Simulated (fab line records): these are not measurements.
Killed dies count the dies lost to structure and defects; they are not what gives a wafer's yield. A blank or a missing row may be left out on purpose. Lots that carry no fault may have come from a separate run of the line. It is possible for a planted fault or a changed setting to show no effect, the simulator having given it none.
fab line records ; flow nand-harc
[record] lots = 6; wafers = 18; last-day = 25
route steps=1159 shown THIN_TSV@1141 END@1158
lots untouched by any fault: they come from a run of this same line in which no faults occurred
start-h: the number of hours between the record's first day and the start of the first shown wafer of the lot ; wait-h: hours from the lot's prior step to this one ; " same as the row above ; L1.1+2: a row that stands for several wafers ; - no value, or no start given ; * or withheld: withheld ; < > ~ a bound
route shown NAME@n: names a module that has steps shown in the file, with the first one's number in the route ; usual: mean/standard deviation taken from wafers without a fault ; same: alike in all rows ; chamber/n: place in a boat ; sites: readings site by site ; _std_site: standard deviation across them ; _edge_site: inner sites' mean taken away from outer sites' mean ; radius-mm: for every site, how far away it sits from the centre of the wafer ; mask NAME#n: copy n ; behind: tool/chamber where the wafer was last shaped ; hold: why the lot was held/for how many hours/how that ended ; device: names the non-switching transistor (n, p or np) ; end of line: tests run on the same wafers once the route is complete ; a step without rows: its recipe alone ; killed: not the wafer's yield, but the dies lost to structure and defects at the first sort ; map: a wafer's dies, x killed, . not, _ none there
set.NAME: the setting that was run; set.NAME@STEP: the one run at that earlier step ; model.NAME: the simulator's own value behind a step, which no gauge read
certain route steps with their lots: each step a table, each wafer a row
services: when a tool's chamber went out of use (start-h, in hours from the record's first day, below 0 if earlier), for how many hours, and the reason
[[steps]]
[step NHARC_THIN_TSV_HMDS_26]
[recipe] time-s = 30
[step NHARC_THIN_TSV_COAT_27]
[recipe] spin-rpm = *
[step NHARC_THIN_TSV_SOFTBAKE_28]
[recipe] temp-c = 122; time-s = 95
[step NHARC_THIN_TSV_EBR_29]
[step NHARC_THIN_TSV_EXPOSE_30]
[recipe] na = 0.55; dose-mj = 11.47; mask-id = PAD
[step NHARC_THIN_TSV_PEB_31]
[recipe] peb-temp-c = 118; peb-time-s = 85
[step NHARC_THIN_TSV_DEVELOP_32]
[recipe] time-s = 70
[step NHARC_THIN_TSV_CD_MEAS_33]
[recipe] target-cd-nm = 5000; landing-energy-ev = 500
[usual] cd-nm = 5000.8/1.9
lot.wafer;tool;chamber;start-h;wait-h;cd-nm
L720.1;cd-sem-01;0;435.57;-;5000.3
L720.2;cd-sem-01;0;435.57;-;4999.9
L720.6;cd-sem-01;0;435.57;-;5002.9
L725.2;cd-sem-01;0;442.95;-;4999.7
L725.3;cd-sem-01;0;442.95;-;4997.0
L725.6;cd-sem-01;0;442.95;-;4999.1
L738.1;cd-sem-03;0;540.04;-;5002.7
L738.2;cd-sem-03;0;540.04;-;5002.1
L738.4;cd-sem-03;0;540.04;-;5003.6
L740.2;cd-sem-02;0;547.35;-;4999.4
L740.4;cd-sem-02;0;547.35;-;4999.9
L740.5;cd-sem-02;0;547.35;-;4999.4
L743.3;cd-sem-02;0;560.96;-;5002.1
L743.4;cd-sem-02;0;560.96;-;5000.0
L743.5;cd-sem-02;0;560.96;-;5003.4
L742.1;cd-sem-02;0;585.57;-;5006.3
L742.3;cd-sem-02;0;585.57;-;5005.5
L742.6;cd-sem-02;0;585.57;-;5004.8
[step NHARC_THIN_TSV_HARDBAKE_34]
[recipe] temp-c = 125; time-s = 80
[step NHARC_THIN_TSV_DESCUM_35]
[recipe] time-s = 3; o2-flow-sccm = 200; ar-flow-sccm = 0; bias-power-w = 0; chemistry = O2
[usual] drypump-motor-current-A = 5.6/0.59; oes-product-au = 0.999/0.0097; rf-vpp-V = 57.7/0.86; showerhead-plenum-p-Torr = 1.88/0.072; throttle-valve-pct = 11.311/0.009
lot.wafer;tool;chamber;start-h;wait-h;drypump-motor-current-A;oes-product-au;rf-hours-counter-h;rf-vpp-V;showerhead-plenum-p-Torr;throttle-valve-pct
L720.2;rie-diel-07;2;435.73;-;6.6;1.002;1;57.6;1.88;11.319
L720.1;rie-diel-07;3;435.73;-;6.6;0.999;1;57.7;1.82;11.299
L720.6;rie-diel-07;2;435.73;-;6.6;0.997;-;58.4;1.88;11.319
L725.2;rie-diel-07;3;443.12;-;6.6;1.017;1;57.0;1.82;11.311
L725.3;rie-diel-07;1;443.12;-;5.7;0.981;2;57.5;1.79;11.308
L725.6;rie-diel-07;3;443.12;-;6.6;1.002;-;57.3;1.82;11.332
L738.4;rie-diel-01;0;540.21;-;4.9;1.010;2;57.4;1.92;11.311
L738.2;rie-diel-01;1;540.21;-;4.8;0.984;2;57.5;1.90;11.313
L738.1;rie-diel-01;2;540.21;-;5.7;0.984;2;58.4;1.91;11.296
L740.2;rie-diel-03;0;547.53;-;5.5;0.998;13;56.6;1.78;11.335
L740.4;rie-diel-03;1;547.53;-;5.4;0.999;17;58.7;1.83;11.306
L740.5;rie-diel-03;3;547.53;-;5.7;1.000;-;59.0;2.00;11.301
L743.3;rie-diel-01;0;561.11;-;4.9;1.002;3;56.4;1.92;11.301
L743.4;rie-diel-01;3;561.11;-;5.3;1.008;4;55.9;1.79;11.317
L743.5;rie-diel-01;0;561.11;-;5.0;1.016;-;57.1;1.92;11.301
L742.1;rie-diel-01;3;585.73;-;5.3;1.015;6;57.2;1.79;11.326
L742.3;rie-diel-01;2;585.73;-;5.7;1.015;5;57.8;1.91;11.317
L742.6;rie-diel-01;0;585.73;-;4.9;1.007;-;58.8;1.92;11.317
[step NHARC_THIN_TSV_ETCH_59]
[recipe] target-depth-a = 8800; icp-w = 900; bias-w = 100; Cl2_flow_sccm = 60; bcl3-flow-sccm = 30; time-s = 138.1; chemistry = Cl2/BCl3
[usual] drypump-motor-current-A = 6.1/0.31; mfc-cl2-sccm = 59.98/0.19; oes-product-au = 0.999/0.0094; throttle-valve-pct = 22.263/0.0099
lot.wafer;tool;chamber;start-h;wait-h;drypump-motor-current-A;mfc-cl2-sccm;oes-product-au;rf-hours-counter-h;throttle-valve-pct
L720.1;rie-metal-02;0;435.86;0.1;5.8;59.84;0.993;0.9;22.252
L720.2;rie-metal-02;1;435.86;0.1;6.4;59.96;1.001;0.9;22.270
L720.6;rie-metal-02;0;435.86;0.1;5.8;60.07;1.000;-;22.262
L725.2;rie-metal-01;1;443.27;0.1;6.4;59.81;1.002;3.8;22.276
L725.3;rie-metal-01;1;443.27;0.1;6.4;59.74;0.990;-;22.263
L725.6;rie-metal-01;1;443.27;0.1;6.4;60.13;0.988;-;22.279
L738.2;rie-metal-03;0;540.33;0.1;5.8;59.86;1.000;2.1;22.280
L738.1;rie-metal-03;1;540.33;0.1;5.9;60.11;0.999;2.1;22.272
L738.4;rie-metal-03;0;540.33;0.1;5.8;59.94;1.005;-;22.268
L740.2;rie-metal-02;1;547.64;0.1;6.4;59.95;1.008;4.7;22.255
L740.4;rie-metal-02;0;547.64;0.1;5.8;60.00;1.002;-;22.256
L740.5;rie-metal-02;0;547.64;0.1;5.8;60.06;1.001;-;22.275
L743.3;rie-metal-02;0;561.31;0.2;5.8;59.71;0.999;-;22.250
L743.4;rie-metal-02;1;561.31;0.2;6.4;60.18;1.002;-;22.249
L743.5;rie-metal-02;1;561.31;0.2;6.4;60.10;1.002;-;22.268
L742.1;rie-metal-02;1;585.86;0.1;6.4;60.00;0.991;0.3;22.269
L742.3;rie-metal-02;1;585.86;0.1;6.4;59.90;1.000;-;22.270
L742.6;rie-metal-02;0;585.86;0.1;5.8;60.40;0.977;-;22.271
[step NHARC_THIN_TSV_ETCH_36]
[recipe] target-depth-a = 650; over-etch-frac = 0.3; time-s = 18.571; ion-energy-ev = 150; chemistry = Cl2/BCl3
[usual] drypump-motor-current-A = 6.1/0.31; oes-product-au = 0.997/0.01
lot.wafer;tool;chamber;start-h;wait-h;drypump-motor-current-A;oes-product-au;rf-hours-counter-h
L720.1;rie-metal-02;0;436.12;0.2;5.8;0.992;1.0
L720.2;rie-metal-02;1;436.12;0.2;6.4;1.006;1.0
L720.6;rie-metal-02;1;436.12;0.2;6.4;1.001;-
L725.2;rie-metal-01;0;443.50;0.2;6.6;0.989;3.9
L725.3;rie-metal-01;1;443.50;0.2;6.4;0.991;-
L725.6;rie-metal-01;0;443.50;0.2;6.6;0.992;-
L738.1;rie-metal-03;1;540.58;0.2;6.0;0.985;2.3
L738.2;rie-metal-03;0;540.58;0.2;5.8;0.999;2.3
L738.4;rie-metal-03;1;540.58;0.2;6.0;0.987;-
L740.2;rie-metal-02;0;547.90;0.2;5.8;1.004;4.4
L740.4;rie-metal-02;1;547.90;0.2;6.4;0.999;-
L740.5;rie-metal-02;1;547.90;0.2;6.4;1.015;-
L743.3;rie-metal-02;1;561.51;0.2;6.4;1.004;-
L743.4;rie-metal-02;0;561.51;0.2;5.8;1.002;-
L743.5;rie-metal-02;0;561.51;0.2;5.8;1.010;-
L742.1;rie-metal-02;1;586.12;0.2;6.4;1.004;0.4
L742.3;rie-metal-02;0;586.12;0.2;5.8;0.998;-
L742.6;rie-metal-02;1;586.12;0.2;6.4;1.001;-
[step NHARC_THIN_TSV_STRIP_56]
[recipe] power-w = 1500; temp-c = 250; chemistry = O2
[usual] drypump-motor-current-A = 5.77/0.053; heater-power-w = 337/25
lot.wafer;tool;chamber;start-h;wait-h;drypump-motor-current-A;heater-power-w;rf-hours-counter-h
L720.1;plasma-asher-02;0;436.22;0.1;5.85;303;23
L720.2;plasma-asher-02;1;436.22;0.1;5.73;351;23
L720.6;plasma-asher-02;1;436.22;0.1;5.74;351;-
L725.2;plasma-asher-01;0;443.91;0.4;5.76;371;54
L725.3;plasma-asher-01;1;443.91;0.4;5.72;312;-
L725.6;plasma-asher-01;1;443.91;0.4;5.75;316;-
L738.1;plasma-asher-01;0;541.63;1.0;5.72;366;26
L738.2;plasma-asher-01;1;541.63;1.0;5.79;331;26
L738.4;plasma-asher-01;0;541.63;1.0;5.74;365;-
L740.2;plasma-asher-01;1;548.00;0.1;5.79;321;31
L740.4;plasma-asher-01;0;548.00;0.1;5.73;378;-
L740.5;plasma-asher-01;1;548.00;0.1;5.78;329;-
L743.3;plasma-asher-02;1;561.69;0.2;5.74;364;-
L743.4;plasma-asher-02;0;561.69;0.2;5.85;301;-
L743.5;plasma-asher-02;1;561.69;0.2;5.71;350;-
L742.1;plasma-asher-02;0;586.26;0.1;5.84;320;13
L742.3;plasma-asher-02;0;586.26;0.1;5.86;309;-
L742.6;plasma-asher-02;1;586.26;0.1;5.75;346;-
[step NHARC_THIN_TSV_STRIP_57]
[recipe] time-s = 1200; temp-c = 72.5; chemistry = post-etch-residue-remover
[step NHARC_THIN_TSV_CD_MEAS_37]
[usual] cd-nm = 5001/3.2
lot.wafer;tool;chamber;start-h;wait-h;cd-nm
L720.1;cd-sem-03;-;437.02;-;5003
L720.2;cd-sem-03;-;437.02;-;5001
L720.6;cd-sem-03;-;437.02;-;5001
L725.2;cd-sem-01;-;444.67;-;4998
L725.3;cd-sem-01;-;444.67;-;4995
L725.6;cd-sem-01;-;444.67;-;4991
L738.1;cd-sem-03;-;542.43;-;5006
L738.2;cd-sem-03;-;542.43;-;5002
L738.4;cd-sem-03;-;542.43;-;5006
L740.2;cd-sem-03;-;548.81;-;4998
L740.4;cd-sem-03;-;548.81;-;5003
L740.5;cd-sem-03;-;548.81;-;5000
L743.3;cd-sem-03;-;562.40;-;5008
L743.4;cd-sem-03;-;562.40;-;4999
L743.5;cd-sem-03;-;562.40;-;5002
L742.1;cd-sem-03;-;587.02;-;5009
L742.3;cd-sem-03;-;587.02;-;5005
L742.6;cd-sem-03;-;587.02;-;5005
[step NHARC_THIN_TSV_ANNEAL_58]
[recipe] temp-c = 400; time-s = 1800
[step NHARC_THIN_TSV_INSPECT_40]
[usual] raw-defect-count = 477/91
lot.wafer;tool;chamber;start-h;wait-h;raw-defect-count
L720.1;defect-inspect-02;-;440.28;0.4;445
L720.2;defect-inspect-02;-;440.28;0.4;511
L720.6;defect-inspect-02;-;440.28;0.4;605
L725.2;defect-inspect-02;-;449.11;0.4;467
L725.3;defect-inspect-02;-;449.11;0.4;745
L725.6;defect-inspect-02;-;449.11;0.4;541
L738.1;defect-inspect-01;-;544.88;0.4;508
L738.2;defect-inspect-01;-;544.88;0.4;1755
L738.4;defect-inspect-01;-;544.88;0.4;518
L740.2;defect-inspect-01;-;553.00;0.4;1748
L740.4;defect-inspect-01;-;553.00;0.4;682
L740.5;defect-inspect-01;-;553.00;0.4;1902
L743.3;defect-inspect-02;-;566.84;0.4;454
L743.4;defect-inspect-02;-;566.84;0.4;602
L743.5;defect-inspect-02;-;566.84;0.4;491
L742.1;defect-inspect-02;-;591.86;0.4;594
L742.3;defect-inspect-02;-;591.86;0.4;597
L742.6;defect-inspect-02;-;591.86;0.4;564
[step NHARC_END_WLT_00]
[usual] VT_DECK1_BOTTOM = 0.869/0.0084; VT_DECK1_BOTTOM_INNER = 0.869/0.0075; VT_DECK1_MEDIAN_NEAR_BOTTOM = 0.869/0.0081; VT_DECK1_MEDIAN_NEAR_BOTTOM_INNER = 0.869/0.0084; VT_DECK1_MIDDLE = 0.883/0.0075; VT_DECK1_MIDDLE_INNER = 0.883/0.0072; VT_DECK1_TOP = 0.895/0.0076; VT_DECK1_TOP_INNER = 0.895/0.0081
lot.wafer;tool;chamber;start-h;wait-h;VT_DECK1_BOTTOM;VT_DECK1_BOTTOM_INNER;VT_DECK1_MEDIAN_NEAR_BOTTOM;VT_DECK1_MEDIAN_NEAR_BOTTOM_INNER;VT_DECK1_MIDDLE;VT_DECK1_MIDDLE_INNER;VT_DECK1_TOP;VT_DECK1_TOP_INNER
L720.1;prober-02;-;440.34;0.1;0.877;0.874;0.873;0.881;0.885;0.888;0.897;0.895
L720.2;prober-02;-;440.34;0.1;0.866;0.871;0.870;0.870;0.880;0.876;0.890;0.896
L720.6;prober-02;-;442.82;2.5;0.879;0.879;0.881;0.871;0.882;0.884;0.899;0.896
L725.2;prober-02;-;456.34;7.2;0.866;0.861;0.870;0.866;0.884;0.875;0.891;0.887
L725.3;prober-02;-;456.34;7.2;0.877;0.873;0.868;0.876;0.887;0.878;0.892;0.894
L725.6;prober-02;-;458.37;9.3;0.877;0.872;0.878;0.880;0.883;0.882;0.898;0.886
L738.1;prober-02;-;544.94;0.1;0.877;0.884;0.882;0.875;0.883;0.886;0.901;0.909
L738.2;prober-02;-;544.94;0.1;0.884;0.882;0.877;0.883;0.897;0.893;0.905;0.904
L738.4;prober-02;-;546.44;1.6;0.876;0.874;0.863;0.874;0.888;0.884;0.908;0.912
L740.2;prober-01;-;553.55;0.5;0.864;0.861;0.861;0.864;0.871;0.879;0.887;0.891
L740.4;prober-01;-;553.55;0.5;0.870;0.864;0.864;0.861;0.881;0.874;0.885;0.890
L740.5;prober-01;-;553.55;0.5;0.864;0.862;0.865;0.868;0.876;0.874;0.885;0.885
L743.3;prober-02;-;567.88;1.0;0.859;0.878;0.867;0.870;0.888;0.876;0.895;0.901
L743.4;prober-02;-;567.88;1.0;0.868;0.858;0.869;0.856;0.879;0.881;0.891;0.895
L743.5;prober-02;-;567.88;1.0;0.873;0.866;0.882;0.872;0.884;0.880;0.896;0.896
L742.1;prober-02;-;591.92;0.1;0.874;0.872;0.884;0.874;0.887;0.890;0.895;0.892
L742.3;prober-02;-;592.92;1.1;0.869;0.871;0.867;0.869;0.884;0.886;0.894;0.897
L742.6;prober-02;-;594.41;2.5;0.868;0.869;0.867;0.864;0.888;0.882;0.900;0.893
[step NHARC_END_SORT_01]
[recipe] temp-c = 25
[usual] defect-limited-yield = 95.3/1.7; killed-at-array = 28/11; killed-at-other = 0.7/1.1; killed-at-periphery = 2.9/2; killed-dies = 32/11; killed-open = 3.2/1.8; killed-short = 2.0/1.4; sort_bin_2_pct = 1.5/0.67; sort_bin_3_pct = 0.28/0.24; sort_bin_4_pct = 2.9/1.1; sort-n-pass = 645/11; sort-rim-yield-pct = 95.7/2.6; sort-yield-pct = 95.3/1.7
[same] gross-dies = 677; sort_bin_5_pct[%] = 0; sort_bin_6_pct[%] = 0; sort_bin_7_pct[%] = 0; sort_bin_8_pct[%] = 0; sort-rim-n-gross = 106.00
lot.wafer;tool;chamber;start-h;wait-h;defect-limited-yield[%];killed-at-array;killed-at-other;killed-at-periphery;killed-dies;killed-open;killed-short;sort_bin_2_pct[%];sort_bin_3_pct[%];sort_bin_4_pct[%];sort-n-pass;sort-rim-yield-pct[%];sort-yield-pct[%]
L725.2;prober-02;0;459.68;2.8;96.2;24;0;2;26;2;5;0.9;0;3.0;651;94.3;96.2
L725.3;prober-02;0;460.49;3.1;95.6;23;1;6;30;4;4;1.0;0.59;2.8;647;90.6;95.6
L725.6;prober-02;0;462.91;4.0;95.9;26;0;2;28;2;4;0.9;0.59;2.7;649;94.3;95.9
L738.2;prober-02;0;548.74;2.8;78.6;44;101;0;145;1;0;8.0;7.39;6.1;532;92.5;78.6
L740.2;prober-01;0;556.84;2.8;77.0;42;110;4;156;3;2;9.5;5.91;7.7;521;95.3;77.0
L740.4;prober-01;0;558.45;3.4;92.5;47;0;4;51;5;1;3.0;1.03;3.5;626;94.3;92.5
L740.5;prober-01;0;559.25;3.7;77.1;37;110;8;155;5;1;7.7;6.65;8.6;522;98.1;77.1
// killed by level:class
L725.2 A_SLIT:chamber-film-flake=8 A_CHANNEL_HOLE_D1:chamber-film-flake=5 A_CHANNEL_FILL_D1:chamber-film-flake=2 P_CONTACT:geometric-particle:short=1 A_ONON_D1:geometric-particle:open=1 A_CHANNEL_FILL_D1:geometric-particle:open=1 A_CHANNEL_FILL_D1:geometric-particle:short=1 A_SGD_CUT:geometric-particle:short=1
L725.3 A_CHANNEL_HOLE_D1:chamber-film-flake=7 A_SLIT:chamber-film-flake=7 A_ONON_D1:geometric-particle:short=2 A_M0:geometric-particle:open=2 P_ZERO_WELL:chamber-film-flake=2 P_STI:chamber-film-flake=2 A_STAIRCASE:chamber-film-flake=2 P_M1:geometric-particle:short=1
L725.6 A_CHANNEL_HOLE_D1:chamber-film-flake=10 A_SLIT:chamber-film-flake=6 A_CONTACT:geometric-particle:open=2 A_BLC:chamber-film-flake=2 A_SGD_CUT:geometric-particle:short=1 A_WL_FILL:geometric-particle:short=1 A_CONTACT:geometric-particle:short=1 A_BLC:geometric-particle:short=1
L738.2 THIN_TSV:unspecified=101 A_CHANNEL_HOLE_D1:chamber-film-flake=17 A_SLIT:chamber-film-flake=16 A_CONTACT:chamber-film-flake=9 A_CHANNEL_FILL_D1:geometric-particle:open=1 A_STAIRCASE:chamber-film-flake=1
L740.2 THIN_TSV:unspecified=109 A_CHANNEL_HOLE_D1:chamber-film-flake=16 A_SLIT:chamber-film-flake=16 A_CONTACT:chamber-film-flake=6 P_M0:chamber-film-flake=3 A_WL_FILL:geometric-particle:short=2 P_CONTACT:geometric-particle:open=1 A_CONTACT:geometric-particle:open=1
L740.4 A_CHANNEL_HOLE_D1:chamber-film-flake=23 A_SLIT:chamber-film-flake=13 A_CONTACT:chamber-film-flake=3 A_CONTACT:geometric-particle:open=2 P_M0:chamber-film-flake=2 A_SGD_CUT:chamber-film-flake=2 P_M0:geometric-particle:open=1 A_ONON_D1:geometric-particle:open=1
L740.5 THIN_TSV:unspecified=110 A_CHANNEL_HOLE_D1:chamber-film-flake=20 A_SLIT:chamber-film-flake=12 A_CONTACT:chamber-film-flake=3 P_CONTACT:geometric-particle:open=2 P_M0:chamber-film-flake=2 P_M0:geometric-particle:open=1 P_M1:geometric-particle:open=1
// map L738.2 (x killed, . not)
____________.____________
_________......._________
_______..........._______
______.............______
_____..............._____
____................x____
____..............xx.____
___.................x.___
___.................x.___
__................x....__
__............x......x.__
_................x.xx..._
_...............xx.x.x.._
_...............xxxxx.x._
_...........x.xxxxxx...._
_.............xxxxxxxxx._
.............xxxxxxxxx...
..............xxxxxxxx...
..............xxxxxxxx...
.............xxxxxxxxx...
..............xxxxxxx....
_.........x..xxxxxxxx.x._
_............xxxxxxxxx.._
_..........x..xxxxxxxx.._
_.............xx.xxxxx.._
_.........x.....x......._
__.........xx.x........__
__.........xx.x........__
___......x.x.....xx...___
___.........xx...xx.xx___
____.....x..x..x.x..x____
____.......x.....x.xx____
_____......x.....xxx_____
______............x______
_______..........._______
_________......._________
____________.____________
// map L740.2 (x killed, . not)
____________.____________
_________......._________
_______..........._______
______..x.....x....______
_____..............._____
____...............xx____
____.................____
___....x.........xx.x.___
___...............xx.x___
__...............x.xxx.__
__.........x.....xxxx..__
_..x............x..xxx.._
_............x.xxxx....._
_.............xxxxxxx..._
_.............xxxxxxxx.._
_............xxxxxxxx..x_
.............xxxxxxxxx...
............xxxxxxxxxxx.x
.............xxxxxxxxx.x.
............xxxxxxxxxx...
...........xxxxxxxxxxx...
_.........x.xxxxxxxxxx.._
_..........x..xxxxxxxx.._
_..............xxxxxx..._
_.............xxxxxxx..._
_.......x...x..........._
__.........x.x.........__
__.......x.............__
___......xxxx.x.x.....___
___......x.xxx........___
____.......xx........____
____.................____
_____..............._____
______.............______
_______..........._______
_________......._________
____________.____________
[[services]]
tool;chamber;start-h;hours;kind
rie-diel-03;0;417.05;9.7;repair
rie-diel-03;-;428.97;0.8;repair
rie-diel-01;1;433.01;8.9;repair
rie-diel-01;2;436.82;6.7;repair
rie-diel-03;1;442.17;2.5;repair
rie-metal-01;1;450.03;1.6;repair
rie-metal-03;-;453.00;9.0;pm
plasma-asher-01;-;453.36;9.0;pm
rie-metal-02;0;462.85;13.4;repair
rie-diel-03;3;472.58;4.9;repair
rie-diel-03;0;479.40;12.8;repair
plasma-asher-01;-;483.68;0.7;repair
rie-diel-01;-;491.83;9.0;pm
rie-metal-01;-;509.00;9.0;pm
plasma-asher-01;-;523.38;0.7;repair
plasma-asher-02;-;537.67;9.0;pm
rie-diel-07;2;544.36;5.8;repair
rie-metal-02;-;565.07;9.0;pm
rie-metal-02;0;565.07;9.0;vent-cycle
rie-metal-02;1;565.07;9.0;vent-cycle
rie-diel-03;-;569.30;9.0;pm
rie-metal-02;0;574.07;-;clean
rie-metal-02;1;574.07;-;clean
rie-diel-07;-;582.20;9.0;pm
[[key]]
[first-sign] step = NHARC_THIN_TSV_INSPECT_40; reading = raw-defect-count; direction = up; sigmas = 15; usual = 477; struck = 1802
[effect] step = NHARC_END_SORT_01; reading = killed-at-other; direction = up; sigmas = 99+; usual = 0.7; struck = 107
[more-kills-born-at] NHARC_THIN_TSV_STRIP_56@plasma-asher-01 = 320
met-at NHARC_THIN_TSV_STRIP_56
struck-wafers L738.2,L740.2,L740.5
onset-between 443.91 541.63
[fault] kind = chamber-particle-source; tool = plasma-asher-01; chamber = 1; onset-h = 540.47; steps = NHARC_THIN_TSV_STRIP_56; rate-per-visit-cm2 = 2.0076; end-h = 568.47
